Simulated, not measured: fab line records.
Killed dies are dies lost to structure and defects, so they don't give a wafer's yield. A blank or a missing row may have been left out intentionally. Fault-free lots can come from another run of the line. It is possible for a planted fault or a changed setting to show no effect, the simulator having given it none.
fab line records	flow nandHarc
record: lots: 24	wafers: 72	lastDay: 33
route steps=1302 shown A_STAIRCASE@876 A_SGD_CUT@921 A_SLIT@942 A_WL_FILL@965
lots that met no fault: from a run of the same line without faults
startH: start of the lot's first displayed wafer, in hours after the record's first day	waitH: hours elapsed since this lot's preceding step	" same as the row above	L1.1+2: one row covering several wafers at once	- no value, or no start was given	* or withheld: withheld	< > ~ a bound
route shown NAME@n: a module of which the file shows steps, and the number in the route of the first	usual: the fault-free wafers' mean and standard deviation	same: alike in all rows	chamber/n: place in a boat	sites: readings site by site	_std_site: the standard deviation of these	_edge_site: outer sites' mean less inner sites'	radiusMm: for every site, how far away it sits from the centre of the wafer	mask NAME#n: copy n	behind: the tool/chamber that last shaped the wafer	hold: cause of the lot's hold/its duration in hours/its outcome	device: transistor that didn't switch, given as n, p or np	end of line: the same wafers' tests at the end of the route	step lacking rows: just its recipe	killed: count of dies lost to structure and defects at first sort (not the wafer's yield)	map: per-die view of a wafer (x killed, . not killed, _ where there is no die)
set.NAME: setting as actually run; set.NAME@STEP: the setting as run at that earlier step	model.NAME: the simulator's own value behind a step, which no gauge read
route steps across a sampled set of lots; one table per step, one row per wafer
services: when a tool's chamber went out of use (startH, in hours from the record's first day, below 0 if earlier), for how many hours, and the reason
== steps ==
step: NHARC_A_STAIRCASE_CMP_450
recipe: targetThkNm: 200	material: SiO2
usual: motorCurrentA: 12.7/1.7
lot.wafer	tool	chamber	startH	waitH	motorCurrentA
L075.1	cmp-02	1	445.15	-	14.2
L075.4	"	3	"	"	10.3
L075.5	"	0	"	"	15.0
L074.1	cmp-03	2	447.73	-	11.6
L074.3	"	0	"	"	11.4
L074.5	"	2	"	"	11.0
L076.4	cmp-04	3	450.57	-	11.9
L076.2	"	1	"	"	14.5
L076.6	"	3	"	"	11.7
L077.4	cmp-02	1	457.99	-	14.5
L077.5	"	1	"	"	13.7
L077.6	"	2	"	"	16.5
L078.3	cmp-04	2	467.20	-	11.2
L078.1	"	0	"	"	12.1
L078.6	"	2	"	"	11.8
L079.3	cmp-02	2	467.45	-	16.4
L079.5	"	0	"	"	15.7
L079.6	"	1	"	"	14.3
L080.2	cmp-04	3	481.30	-	11.3
L080.3	"	0	"	"	13.0
L080.1	"	1	"	"	13.8
L081.4	cmp-04	3	499.03	-	11.0
L081.2	"	0	"	"	12.6
L081.5	"	3	"	"	11.2
L082.2	cmp-04	3	524.11	-	11.2
L082.5	"	0	"	"	12.1
L082.6	"	1	"	"	14.0
L083.1	cmp-02	3	535.34	-	10.0
L083.2	"	1	"	"	14.3
L083.5	"	3	"	"	10.0
L084.3	cmp-04	0	540.20	-	12.8
L084.4	"	1	"	"	13.2
L084.5	"	3	"	"	10.7
L085.1	cmp-04	2	541.42	-	12.0
L085.3	"	3	"	"	11.6
L085.2	"	1	"	"	13.9
L086.3	cmp-04	3	551.42	-	10.9
L086.4	"	0	"	"	12.1
L086.1	"	1	"	"	13.4
L088.4	cmp-02	3	574.18	-	10.2
L088.1	"	2	"	"	16.2
L088.5	"	3	"	"	10.4
L087.2	cmp-02	2	580.29	-	15.1
L087.3	"	3	"	"	10.1
L087.5	"	1	"	"	14.4
L089.4	cmp-04	1	592.07	-	13.3
L089.2	"	3	"	"	11.7
L089.5	"	0	"	"	11.5
L091.4	cmp-03	0	606.26	-	11.8
L091.2	"	3	"	"	12.4
L091.5	"	1	"	"	12.8
L090.4	cmp-04	2	606.56	-	11.1
L090.6	"	0	"	"	12.2
L090.5	"	1	"	"	13.8
L093.3	cmp-02	2	617.59	-	16.1
L093.4	"	3	"	"	9.6
L093.6	"	1	"	"	14.2
L092.1	cmp-04	0	617.60	-	11.9
L092.2	"	1	"	"	13.4
L092.3	"	3	"	"	11.5
L094.2	cmp-03	1	634.15	-	12.7
L094.6	"	1	"	"	12.9
L094.5	"	2	"	"	11.5
L095.4	cmp-03	2	644.04	-	11.4
L095.2	"	0	"	"	11.7
L095.5	"	2	"	"	11.4
L096.4	cmp-02	1	644.80	-	13.8
L096.3	"	2	"	"	15.6
L096.1	"	3	"	"	10.2
L097.2	cmp-04	3	668.02	-	12.0
L097.4	"	0	"	"	12.4
L097.6	"	2	"	"	11.5
step: NHARC_A_SGD_CUT_INSPECT_25
usual: rawDefectCount: 387/100
lot.wafer	tool	chamber	startH	waitH	rawDefectCount
L075.1	defectInspect-02	-	454.43	-	1072
L075.4	"	-	"	"	527
L075.5	"	-	"	"	520
L074.1	defectInspect-02	-	457.52	-	448
L074.3	"	-	"	"	550
L074.5	"	-	"	"	391
L076.2	defectInspect-01	-	457.55	-	308
L076.4	"	-	"	"	317
L076.6	"	-	"	"	341
L077.4	defectInspect-02	-	467.71	-	421
L077.5	"	-	"	"	266
L077.6	"	-	"	"	385
L078.1	defectInspect-02	-	476.68	-	359
L078.3	"	-	"	"	370
L078.6	"	-	"	"	631
L079.3	defectInspect-01	-	476.70	-	315
L079.5	"	-	"	"	254
L079.6	"	-	"	"	332
L080.1	defectInspect-02	-	490.95	-	334
L080.2	"	-	"	"	352
L080.3	"	-	"	"	358
L081.2	defectInspect-02	-	509.97	-	570
L081.4	"	-	"	"	434
L081.5	"	-	"	"	397
L082.2	defectInspect-01	-	534.69	-	462
L082.5	"	-	"	"	336
L082.6	"	-	"	"	424
L083.1	defectInspect-01	-	545.18	-	420
L083.2	"	-	"	"	565
L083.5	"	-	"	"	389
L085.1	defectInspect-01	-	549.48	-	338
L085.2	"	-	"	"	369
L085.3	"	-	"	"	387
L084.3	defectInspect-02	-	549.48	-	374
L084.4	"	-	"	"	361
L084.5	"	-	"	"	336
L086.1	defectInspect-02	-	560.86	-	305
L086.3	"	-	"	"	313
L086.4	"	-	"	"	356
L088.1	defectInspect-02	-	583.87	-	367
L088.4	"	-	"	"	289
L088.5	"	-	"	"	289
L087.2	defectInspect-02	-	591.32	-	387
L087.3	"	-	"	"	309
L087.5	"	-	"	"	348
L089.2	defectInspect-01	-	601.50	-	440
L089.4	"	-	"	"	385
L089.5	"	-	"	"	477
L091.2	defectInspect-02	-	615.64	-	334
L091.4	"	-	"	"	465
L091.5	"	-	"	"	348
L090.4	defectInspect-01	-	615.65	-	335
L090.5	"	-	"	"	271
L090.6	"	-	"	"	399
L093.3	defectInspect-02	-	628.94	-	366
L093.4	"	-	"	"	341
L093.6	"	-	"	"	407
L092.1	defectInspect-02	-	629.08	-	311
L092.2	"	-	"	"	392
L092.3	"	-	"	"	397
L094.2	defectInspect-02	-	645.26	-	475
L094.5	"	-	"	"	357
L094.6	"	-	"	"	413
L096.1	defectInspect-01	-	656.58	-	348
L096.3	"	-	"	"	264
L096.4	"	-	"	"	308
L095.2	defectInspect-02	-	656.62	-	271
L095.4	"	-	"	"	273
L095.5	"	-	"	"	278
L097.2	defectInspect-01	-	679.16	-	387
L097.4	"	-	"	"	382
L097.6	"	-	"	"	377
step: NHARC_A_SLIT_ETCH_29
recipe: targetDepthA: 1000	overetchA: 100	timeS: 55	ionEnergyEv: 100	cf4FlowSccm: 80	o2FlowSccm: 20	arFlowSccm: 0	rfW: 300	biasW: 100	chemistry: CF4/O2
usual: drypumpMotorCurrentA: 5.7/0.41	oes_o_777_au: 1.000/0.0044	oesProductAu: 0.999/0.01	rfVppV: 197.8/1.4	showerheadPlenumPTorr: 1.34/0.054	throttleValvePct: 13.398/0.0097
lot.wafer	tool	chamber	startH	waitH	drypumpMotorCurrentA	oes_o_777_au	oesProductAu	rfHoursCounterH	rfVppV	showerheadPlenumPTorr	throttleValvePct
L075.4	rieDiel-07	2	467.15	0.1	5.5	0.999	0.985	9	199.9	1.42	13.397
L075.1	"	0	"	"	6.0	1.003	0.989	9	197.5	1.35	13.403
L075.5	"	2	"	"	5.5	0.999	0.989	-	200.0	1.42	13.405
L074.1	rieDiel-10	2	473.67	0.1	4.8	1.003	1.007	2	198.6	1.41	13.400
L074.3	"	0	"	"	5.9	0.998	1.025	1	196.5	1.24	13.405
L074.5	"	2	"	"	4.7	1.000	1.014	-	200.2	1.41	13.406
L076.2	rieDiel-02	3	477.51	0.1	6.0	1.001	0.993	7	199.7	1.36	13.394
L076.4	"	0	"	"	5.8	1.000	1.007	6	198.1	1.32	13.393
L076.6	"	3	"	"	6.0	1.002	1.000	-	198.9	1.36	13.393
L077.4	rieDiel-10	1	480.03	0.1	5.8	0.997	1.001	2	196.3	1.36	13.416
L077.5	"	0	"	"	5.8	0.996	1.022	-	194.3	1.24	13.391
L077.6	"	1	"	"	5.8	0.997	1.016	-	196.2	1.36	13.393
L078.1	rieDiel-10	3	488.03	0.1	5.7	0.995	1.028	2	197.8	1.26	13.406
L078.3	"	0	"	"	5.8	1.001	1.009	2	197.4	1.24	13.407
L078.6	"	3	"	"	5.7	0.998	1.023	-	195.0	1.26	13.402
L079.3	rieDiel-02	1	491.02	0.1	5.0	1.000	0.996	6	197.1	1.28	13.404
L079.5	"	3	"	"	6.0	0.996	0.993	-	197.6	1.36	13.420
L079.6	"	0	"	"	5.8	1.006	0.996	-	198.3	1.32	13.392
L080.3	rieDiel-07	1	503.30	0.1	5.9	1.001	1.002	2	199.2	1.43	13.401
L080.2	"	2	"	"	5.5	1.001	0.997	2	198.6	1.42	13.402
L080.1	"	3	"	"	6.2	0.999	1.008	1	198.2	1.28	13.387
L081.4	rieDiel-02	3	522.17	0.1	6.0	0.996	0.997	10	197.1	1.36	13.404
L081.2	"	2	"	"	5.4	0.996	0.998	9	198.2	1.34	13.398
L081.5	"	0	"	"	5.8	0.996	0.997	-	197.1	1.32	13.411
L082.2	rieDiel-02	3	548.00	0.1	6.0	1.006	0.998	12	199.3	1.36	13.390
L082.6	"	1	"	"	5.0	1.002	0.995	-	196.7	1.28	13.382
L082.5	"	2	"	"	5.3	0.991	1.007	-	196.9	1.34	13.379
L083.2	rieDiel-02	1	556.02	0.1	5.0	0.995	0.994	9	196.9	1.28	13.405
L083.1	"	3	"	"	6.0	1.006	0.983	13	199.7	1.36	13.390
L083.5	"	2	"	"	5.4	0.998	1.010	-	197.6	1.34	13.397
L084.4	rieDiel-07	3	560.27	0.1	6.2	1.001	1.005	5	195.9	1.27	13.383
L084.3	"	2	"	"	5.5	1.004	0.999	6	200.1	1.42	13.401
L084.5	"	3	"	"	6.2	0.996	1.011	-	197.0	1.27	13.401
L085.1	rieDiel-02	0	560.40	0.1	5.8	1.007	1.003	11	197.8	1.32	13.392
L085.2	"	2	"	"	5.4	1.001	0.998	12	197.9	1.34	13.393
L085.3	"	3	"	"	6.0	1.001	0.991	13	197.0	1.36	13.406
L086.1	rieDiel-07	0	574.71	0.1	6.0	1.004	0.986	6	198.3	1.34	13.387
L086.3	"	1	"	"	6.0	1.001	0.981	7	200.0	1.43	13.382
L086.4	"	2	"	"	5.5	1.008	1.003	7	199.5	1.42	13.384
L088.1	rieDiel-07	3	595.96	0.1	6.2	0.994	1.006	8	196.8	1.27	13.374
L088.4	"	1	"	"	6.0	1.000	0.975	-	200.4	1.43	13.404
L088.5	"	0	"	"	6.0	0.996	0.987	-	197.8	1.34	13.410
L087.2	rieDiel-02	0	606.04	0.1	5.8	0.995	1.006	3	197.8	1.32	13.416
L087.3	"	3	"	"	6.0	0.995	1.003	3	199.1	1.36	13.397
L087.5	"	3	"	"	6.0	0.997	1.011	-	197.1	1.36	13.388
L089.2	rieDiel-07	3	612.98	0.1	6.2	1.006	1.007	9	194.9	1.27	13.399
L089.4	"	2	"	"	5.5	1.001	1.013	9	201.1	1.42	13.399
L089.5	"	3	"	"	6.2	1.002	1.006	-	196.1	1.27	13.419
L091.2	rieDiel-07	3	628.21	0.1	6.2	1.005	0.996	9	195.5	1.27	13.403
L091.4	"	1	"	"	5.9	0.990	0.987	9	199.6	1.43	13.380
L091.5	"	3	"	"	6.2	1.000	0.997	-	196.6	1.27	13.403
L090.4	rieDiel-07	1	629.33	0.1	5.9	1.000	0.976	9	199.9	1.43	13.397
L090.5	"	1	"	"	6.0	0.997	0.982	-	199.0	1.43	13.386
L090.6	"	2	"	"	5.5	0.994	0.993	-	200.3	1.42	13.402
L092.3	rieDiel-02	1	643.38	0.1	5.0	0.999	0.989	7	195.0	1.28	13.399
L092.1	"	2	"	"	5.4	0.997	0.997	0	198.4	1.34	13.402
L092.2	"	3	"	"	6.0	1.001	0.994	7	197.9	1.36	13.384
L093.3	rieDiel-07	0	643.57	0.1	6.0	0.995	0.991	10	198.6	1.34	13.386
L093.4	"	1	"	"	5.9	1.001	0.997	10	200.3	1.43	13.406
L093.6	"	3	"	"	6.2	1.006	0.997	-	195.0	1.27	13.384
L094.2	rieDiel-02	1	660.31	0.1	5.0	1.007	1.003	8	197.0	1.28	13.394
L094.5	"	3	"	"	6.0	1.005	1.001	-	198.8	1.36	13.405
L094.6	"	0	"	"	5.8	1.008	1.010	-	197.5	1.32	13.405
L096.4	rieDiel-02	1	668.33	0.1	5.0	1.004	0.991	9	197.3	1.28	13.396
L096.1	"	2	"	"	5.4	1.007	1.010	2	196.9	1.34	13.388
L096.3	"	3	"	"	6.0	0.998	0.999	8	200.4	1.36	13.402
L095.2	rieDiel-02	1	673.29	0.1	5.0	0.998	0.995	9	197.4	1.28	13.388
L095.4	"	2	"	"	5.4	1.004	1.006	2	198.1	1.34	13.414
L095.5	"	1	"	"	5.0	1.002	0.995	-	196.6	1.28	13.409
L097.2	rieDiel-02	2	690.14	0.1	5.4	1.001	0.999	3	197.7	1.34	13.385
L097.4	"	1	"	"	5.0	1.000	0.994	10	196.9	1.28	13.395
L097.6	"	2	"	"	5.3	0.997	0.996	-	198.0	1.34	13.379
step: NHARC_A_SLIT_STRIP_18
recipe: o2FlowSccm: 500	arFlowSccm: 0	biasW: 0	chemistry: O2
usual: drypumpMotorCurrentA: 5.7/0.39	oesProductAu: 0.999/0.01	rfVppV: 57.8/0.85	showerheadPlenumPTorr: 3.55/0.14	throttleValvePct: 17.035/0.009
lot.wafer	tool	chamber	startH	waitH	drypumpMotorCurrentA	oesProductAu	rfHoursCounterH	rfVppV	showerheadPlenumPTorr	throttleValvePct
L075.4	rieDiel-07	3	-	-	6.2	1.006	8	56.8	3.38	17.043
L075.1	"	1	"	"	5.9	1.000	9	59.2	3.77	17.035
L075.5	"	3	"	"	6.2	1.015	-	56.4	3.38	17.043
L074.3	rieDiel-10	1	-	-	5.8	1.003	2	57.1	3.59	17.033
L074.1	"	3	"	"	5.7	1.013	2	59.5	3.33	17.025
L074.5	"	1	"	"	5.8	1.012	-	57.7	3.59	17.040
L076.4	rieDiel-02	2	-	-	5.4	0.985	6	57.7	3.55	17.036
L076.2	"	3	"	"	6.0	0.990	7	56.7	3.59	17.040
L076.6	"	1	"	"	5.0	0.987	-	57.1	3.40	17.029
L077.4	rieDiel-10	2	-	-	4.8	1.001	3	59.9	3.73	17.052
L077.5	"	3	"	"	5.7	1.013	-	57.0	3.33	17.027
L077.6	"	0	"	"	5.9	1.013	-	57.0	3.30	17.037
L078.3	rieDiel-10	2	-	-	4.8	0.995	3	57.3	3.73	17.042
L078.1	"	3	"	"	5.7	1.022	2	58.6	3.33	17.029
L078.6	"	2	"	"	4.8	1.011	-	58.0	3.73	17.032
L079.3	rieDiel-02	3	-	-	6.0	0.993	9	58.2	3.59	17.044
L079.5	"	0	"	"	5.8	0.998	-	57.7	3.50	17.039
L079.6	"	1	"	"	5.0	0.997	-	57.1	3.40	17.024
L080.1	rieDiel-07	1	-	-	6.0	0.998	2	57.4	3.77	17.025
L080.2	"	2	"	"	5.5	1.009	2	58.2	3.75	17.036
L080.3	"	3	"	"	6.2	1.012	1	57.9	3.38	17.019
L081.4	rieDiel-02	3	-	-	6.0	0.995	10	58.0	3.59	17.027
L081.2	"	1	"	"	5.0	1.002	7	57.9	3.40	17.040
L081.5	"	2	"	"	5.4	1.001	-	57.2	3.55	17.028
L082.2	rieDiel-02	1	-	-	5.0	0.999	9	58.1	3.40	17.034
L082.6	"	2	"	"	5.4	1.003	-	57.3	3.55	17.037
L082.5	"	3	"	"	6.0	0.990	-	57.6	3.59	17.020
L083.2	rieDiel-02	3	-	-	6.0	0.988	13	56.6	3.59	17.031
L083.1	"	0	"	"	5.8	1.004	11	58.2	3.50	17.044
L083.5	"	3	"	"	6.0	0.990	-	57.2	3.59	17.044
L084.3	rieDiel-07	0	-	-	6.0	0.977	5	58.0	3.55	17.033
L084.4	"	1	"	"	6.0	0.991	6	58.8	3.77	17.028
L084.5	"	1	"	"	6.0	0.997	-	59.4	3.77	17.034
L085.3	rieDiel-02	2	-	-	5.4	0.992	12	57.3	3.55	17.038
L085.2	"	0	"	"	5.8	0.983	11	58.1	3.50	17.054
L085.1	"	1	"	"	5.0	1.003	10	57.8	3.40	17.034
L086.3	rieDiel-07	1	-	-	6.0	0.992	7	58.2	3.77	17.045
L086.1	"	2	"	"	5.5	0.999	7	59.4	3.75	17.032
L086.4	"	3	"	"	6.2	1.016	7	57.9	3.37	17.035
L088.1	rieDiel-07	1	-	-	5.9	0.973	8	58.9	3.77	17.026
L088.4	"	1	"	"	6.0	0.979	-	56.7	3.77	17.024
L088.5	"	0	"	"	6.0	0.988	-	59.3	3.55	17.029
L087.3	rieDiel-02	3	-	-	6.0	1.000	3	58.2	3.58	17.035
L087.2	"	0	"	"	5.8	1.013	3	57.3	3.50	17.027
L087.5	"	0	"	"	5.8	1.020	-	57.8	3.50	17.027
L089.2	rieDiel-07	3	-	-	6.2	0.993	9	57.4	3.37	17.036
L089.4	"	2	"	"	5.5	1.004	9	58.5	3.75	17.053
L089.5	"	0	"	"	6.1	0.986	-	57.7	3.55	17.031
L091.4	rieDiel-07	2	-	-	5.5	1.000	9	58.8	3.75	17.048
L091.2	"	3	"	"	6.2	0.993	9	56.6	3.37	17.030
L091.5	"	1	"	"	5.9	0.989	-	57.0	3.77	17.047
L090.4	rieDiel-07	0	-	-	6.1	0.993	9	57.0	3.55	17.039
L090.6	"	1	"	"	6.0	0.982	-	59.5	3.77	17.040
L090.5	"	2	"	"	5.5	0.999	-	59.0	3.75	17.019
L092.3	rieDiel-02	3	-	-	6.0	0.993	7	56.7	3.58	17.025
L092.1	"	1	"	"	5.0	1.003	7	58.1	3.40	17.025
L092.2	"	2	"	"	5.4	1.005	0	59.1	3.55	17.012
L093.4	rieDiel-07	1	-	-	5.9	0.987	10	57.6	3.77	17.039
L093.3	"	3	"	"	6.2	1.005	10	56.8	3.37	17.051
L093.6	"	2	"	"	5.5	1.013	-	59.3	3.75	17.051
L094.2	rieDiel-02	0	-	-	5.8	1.013	6	58.5	3.50	17.022
L094.6	"	1	"	"	5.0	1.006	-	56.9	3.40	17.035
L094.5	"	2	"	"	5.4	1.002	-	58.2	3.55	17.026
L096.1	rieDiel-02	3	-	-	6.0	0.997	8	58.2	3.58	17.042
L096.3	"	1	"	"	5.0	0.993	9	57.7	3.39	17.025
L096.4	"	2	"	"	5.4	0.998	2	59.1	3.54	17.039
L095.2	rieDiel-02	0	-	-	5.8	1.019	7	57.9	3.50	17.024
L095.4	"	2	"	"	5.4	1.010	2	57.8	3.55	17.015
L095.5	"	3	"	"	6.0	0.992	-	57.4	3.58	17.032
L097.4	rieDiel-02	2	-	-	5.4	1.005	3	57.6	3.54	17.031
L097.2	"	3	"	"	6.0	0.998	9	57.8	3.58	17.022
L097.6	"	3	"	"	6.0	0.994	-	57.6	3.58	17.019
step: NHARC_A_WL_FILL_ALD_10
recipe: targetThkA: 500	pulseTimeS: 10	aldCycles: 500	tempC: 300	material: SiO2
usual: heaterPowerW: 470/42	precursorPulseHeightRel: 1.001/0.022
lot.wafer	tool	chamber	startH	waitH	heaterPowerW	precursorPulseHeightRel
L075.1	aldHk-03	1	484.85	1.1	449	0.978
L075.4	"	2	"	"	495	1.012
L075.5	"	3	"	"	474	1.008
L074.1	aldHk-03	3	489.77	0.6	500	1.016
L074.3	"	0	"	"	458	1.004
L074.5	"	3	491.82	2.6	486	1.004
L077.4	aldHk-02	1	494.82	0.0	438	1.018
L077.6	"	1	496.88	2.1	434	0.992
L077.5	"	2	"	"	510	1.024
L076.4	aldHk-03	3	495.84	1.1	485	0.948
L076.2	"	0	"	"	453	1.030
L076.6	"	2	497.37	2.6	501	0.990
L078.1	aldHk-04	0	502.34	0.6	451	0.973
L078.3	"	2	503.36	1.6	517	1.011
L078.6	"	0	504.39	2.6	450	1.007
L079.3	aldHk-04	2	507.90	0.1	525	1.001
L079.6	"	2	509.93	2.1	519	1.041
L079.5	"	3	"	"	456	0.997
L080.2	aldHk-02	1	520.47	0.6	439	1.062
L080.1	"	2	"	"	518	0.994
L080.3	"	3	"	"	397	0.991
L081.2	aldHk-02	2	539.67	0.1	493	0.988
L081.4	"	3	"	"	397	1.009
L081.5	"	2	541.73	2.1	504	0.997
L082.2	aldHk-02	2	565.63	1.6	506	1.007
L082.6	"	3	"	"	403	0.998
L082.5	"	0	"	"	524	1.012
L083.1	aldHk-02	0	569.77	0.1	536	0.974
L083.2	"	1	"	"	428	1.012
L083.5	"	1	572.36	2.6	435	0.973
L084.4	aldHk-02	0	576.96	0.3	540	1.025
L084.3	"	1	"	"	427	1.012
L084.5	"	0	578.99	2.3	533	1.032
L085.1	aldHk-04	1	577.12	0.4	512	0.994
L085.3	"	2	"	"	522	1.000
L085.2	"	0	578.65	1.9	465	1.002
L086.1	aldHk-04	2	589.51	0.1	530	0.953
L086.4	"	3	"	"	451	0.992
L086.3	"	0	"	"	459	0.961
L088.4	aldHk-02	0	610.41	0.1	522	0.986
L088.1	"	3	611.96	1.7	408	0.991
L088.5	"	0	"	"	522	0.995
L087.3	aldHk-02	3	621.41	0.6	397	0.994
L087.2	"	0	"	"	539	0.978
L087.5	"	3	623.50	2.7	394	1.020
L089.2	aldHk-03	2	627.85	1.1	477	0.982
L089.4	"	3	"	"	500	0.968
L089.5	"	0	"	"	440	1.011
L091.2	aldHk-03	1	643.06	0.6	425	1.002
L091.4	"	2	"	"	460	1.043
L091.5	"	0	644.61	2.1	444	1.011
L090.4	aldHk-02	3	644.59	2.1	397	1.010
L090.5	"	0	"	"	554	0.995
L090.6	"	1	"	"	424	1.026
L093.4	aldHk-02	1	660.86	0.2	425	0.952
L093.3	"	2	"	"	494	1.006
L093.6	"	1	662.94	2.3	431	1.014
L092.2	aldHk-04	0	662.03	1.4	454	1.008
L092.3	"	1	"	"	478	1.033
L092.1	"	2	"	"	532	1.002
L094.2	aldHk-04	1	675.13	0.6	477	0.998
L094.5	"	0	676.66	2.1	448	0.996
L094.6	"	1	"	"	468	1.000
L096.4	aldHk-03	2	682.78	0.0	483	1.010
L096.1	"	0	683.80	1.1	449	0.999
L096.3	"	1	"	"	425	1.036
L095.4	aldHk-03	3	688.13	0.0	504	1.019
L095.2	"	2	689.65	1.6	487	1.033
L095.5	"	0	690.67	2.6	454	1.017
L097.2	aldHk-04	2	704.44	0.1	521	1.003
L097.4	"	1	705.97	1.6	491	1.024
L097.6	"	2	"	"	507	0.991
step: NHARC_A_WL_FILL_STRIP_29
recipe: timeS: 20	o2FlowSccm: 500	arFlowSccm: 0	biasW: 0	chemistry: O2
usual: drypumpMotorCurrentA: 5.7/0.41	oesProductAu: 1.000/0.0099	rfVppV: 57.7/1	showerheadPlenumPTorr: 3.56/0.12	throttleValvePct: 17.037/0.0089
lot.wafer	tool	chamber	startH	waitH	drypumpMotorCurrentA	oesProductAu	rfHoursCounterH	rfVppV	showerheadPlenumPTorr	throttleValvePct
L075.4	rieDiel-12	3	488.59	0.1	5.8	0.997	1.1	57.4	3.68	17.033
L075.1	"	0	"	"	5.9	1.016	1.3	58.5	3.44	17.040
L075.5	"	1	"	"	5.3	0.987	-	58.8	3.51	17.045
L074.3	rieDiel-12	1	493.99	0.1	5.3	0.992	1.3	57.4	3.51	17.031
L074.1	"	3	"	"	5.8	0.999	1.2	59.1	3.68	17.047
L074.5	"	0	"	"	5.9	1.016	-	58.0	3.44	17.051
L076.2	rieDiel-04	0	499.53	0.1	6.1	1.001	6.5	58.9	3.61	17.031
L076.4	"	1	"	"	5.6	1.008	5.7	58.2	3.62	17.023
L076.6	"	0	"	"	6.0	0.989	-	59.7	3.61	17.030
L077.4	rieDiel-12	3	499.56	0.1	5.8	1.001	1.6	57.2	3.68	17.036
L077.5	"	2	"	"	5.3	0.991	-	57.3	3.36	17.034
L077.6	"	3	"	"	5.8	1.000	-	58.0	3.68	17.029
L078.1	rieDiel-04	2	506.73	0.3	6.3	1.009	5.7	56.7	3.52	17.030
L078.3	"	3	"	"	5.3	0.994	6.3	57.6	3.73	17.042
L078.6	"	2	"	"	6.3	1.021	-	57.6	3.52	17.032
L079.3	rieDiel-04	2	512.63	0.1	6.3	0.998	6.2	58.5	3.52	17.026
L079.5	"	2	"	"	6.3	1.012	-	57.6	3.52	17.036
L079.6	"	3	"	"	5.3	0.995	-	60.1	3.73	17.047
L080.3	rieDiel-04	2	524.72	0.1	6.3	1.009	6.6	58.0	3.52	17.052
L080.2	"	3	"	"	5.3	0.994	7.4	57.8	3.72	17.041
L080.1	"	0	"	"	6.1	1.003	7.0	57.1	3.61	17.042
L081.4	rieDiel-04	3	544.42	0.1	5.3	0.972	0.1	58.8	3.72	17.040
L081.2	"	0	"	"	6.1	0.992	0.1	58.1	3.61	17.035
L081.5	"	3	"	"	5.3	0.974	-	58.5	3.72	17.043
L082.2	rieDiel-12	2	568.84	0.1	5.2	0.997	3.4	58.7	3.36	17.025
L082.5	"	3	"	"	5.8	1.002	-	58.8	3.68	17.040
L082.6	"	0	"	"	5.8	1.023	-	57.1	3.44	17.045
L083.2	rieDiel-12	2	574.53	0.1	5.3	0.980	3.4	55.7	3.36	17.046
L083.1	"	0	"	"	5.9	1.010	3.7	57.6	3.44	17.055
L083.5	"	2	"	"	5.2	0.983	-	57.5	3.36	17.046
L084.4	rieDiel-05	1	581.64	0.1	6.1	0.997	5.2	58.4	3.46	17.033
L084.3	"	0	"	"	5.0	0.995	5.6	55.6	3.59	17.037
L084.5	"	2	"	"	5.3	0.998	-	55.9	3.36	17.046
L085.1	rieDiel-04	1	581.83	0.1	5.5	1.013	2.5	59.4	3.62	17.033
L085.2	"	3	"	"	5.3	0.996	2.1	58.0	3.72	17.039
L085.3	"	0	"	"	6.0	0.997	2.1	58.5	3.61	17.039
L086.4	rieDiel-04	0	594.27	0.1	6.1	0.996	2.7	57.8	3.61	17.040
L086.3	"	1	"	"	5.6	1.012	3.2	58.1	3.62	17.045
L086.1	"	3	"	"	5.3	0.985	2.4	57.0	3.72	17.032
L088.4	rieDiel-04	2	615.15	0.1	6.4	1.009	3.9	58.4	3.52	17.027
L088.1	"	1	"	"	5.5	1.002	3.9	55.8	3.62	17.039
L088.5	"	2	"	"	6.3	1.005	-	57.5	3.52	17.034
L087.2	rieDiel-05	2	625.67	0.1	5.3	0.992	0.6	57.1	3.36	17.034
L087.3	"	0	"	"	5.0	0.996	0.7	57.4	3.59	17.045
L087.5	"	2	"	"	5.3	0.988	-	57.2	3.36	17.055
L089.2	rieDiel-04	2	631.55	0.1	6.4	1.012	4.4	57.7	3.52	17.036
L089.4	"	0	"	"	6.1	0.995	4.0	57.7	3.61	17.039
L089.5	"	2	"	"	6.4	1.006	-	55.9	3.52	17.041
L091.4	rieDiel-04	2	647.29	0.1	6.3	0.999	5.0	57.2	3.52	17.043
L091.2	"	3	"	"	5.3	1.003	4.8	58.7	3.72	17.044
L091.5	"	1	"	"	5.5	1.007	-	58.0	3.62	17.030
L090.4	rieDiel-05	3	647.78	0.1	6.2	1.007	1.8	58.3	3.78	17.035
L090.6	"	2	"	"	5.3	1.004	-	55.1	3.36	17.047
L090.5	"	3	"	"	6.2	1.008	-	59.1	3.78	17.017
L093.4	rieDiel-05	1	665.62	0.1	6.1	0.993	1.9	57.0	3.46	17.040
L093.3	"	2	"	"	5.3	0.997	1.9	57.5	3.36	17.033
L093.6	"	1	"	"	6.1	1.006	-	59.7	3.46	17.039
L092.2	rieDiel-12	2	666.80	0.1	5.3	1.013	0.6	57.4	3.36	17.032
L092.3	"	0	"	"	5.9	1.019	0.7	58.1	3.44	17.029
L092.1	"	1	"	"	5.3	1.003	0.6	56.8	3.51	17.044
L094.2	rieDiel-05	2	679.35	0.1	5.3	0.984	2.5	57.2	3.36	17.045
L094.5	"	1	"	"	6.2	0.985	-	59.1	3.46	17.031
L094.6	"	3	"	"	6.2	0.988	-	57.6	3.78	17.040
L096.1	rieDiel-04	1	687.96	0.5	5.5	1.013	7.5	56.4	3.61	17.037
L096.4	"	3	"	"	5.3	1.002	7.3	59.4	3.72	17.026
L096.3	"	0	"	"	6.1	0.993	7.0	57.2	3.61	17.027
L095.4	rieDiel-04	0	692.83	0.1	6.0	0.990	7.0	58.5	3.61	17.041
L095.2	"	1	"	"	5.5	1.011	7.5	57.1	3.61	17.033
L095.5	"	0	"	"	6.0	0.990	-	57.2	3.61	17.039
L097.2	rieDiel-12	2	709.15	0.1	5.3	0.992	2.2	57.5	3.36	17.042
L097.4	"	3	"	"	5.8	1.010	2.4	57.0	3.68	17.028
L097.6	"	2	"	"	5.2	0.998	-	58.9	3.36	17.046
== services ==
tool	chamber	startH	hours	kind
cmp-02	-	429.15	4.0	pm
cmp-02	-	435.15	0.5	repair
rieDiel-07	1	446.97	3.8	repair
rieDiel-07	-	471.20	9.0	pm
cmp-02	-	472.02	1.5	repair
rieDiel-04	0	500.63	14.8	repair
cmp-02	-	502.89	2.1	repair
cmp-04	-	503.45	4.0	pm
rieDiel-07	-	510.42	0.2	repair
rieDiel-07	2	511.98	4.1	repair
rieDiel-02	-	516.31	0.5	repair
aldHk-02	-	528.84	10.0	pm
rieDiel-04	-	531.90	9.0	pm
cmp-04	-	560.05	4.6	repair
rieDiel-02	-	570.72	9.0	pm
rieDiel-02	2	583.25	54.1	repair
rieDiel-07	2	590.22	5.9	repair
rieDiel-07	-	593.18	0.4	repair
cmp-04	-	601.45	4.0	pm
rieDiel-07	-	648.20	9.0	pm
rieDiel-04	0	677.10	4.5	repair
cmp-04	-	699.45	4.0	pm
aldHk-02	-	707.54	10.0	pm
rieDiel-04	-	708.95	9.0	pm
== key ==
fault none
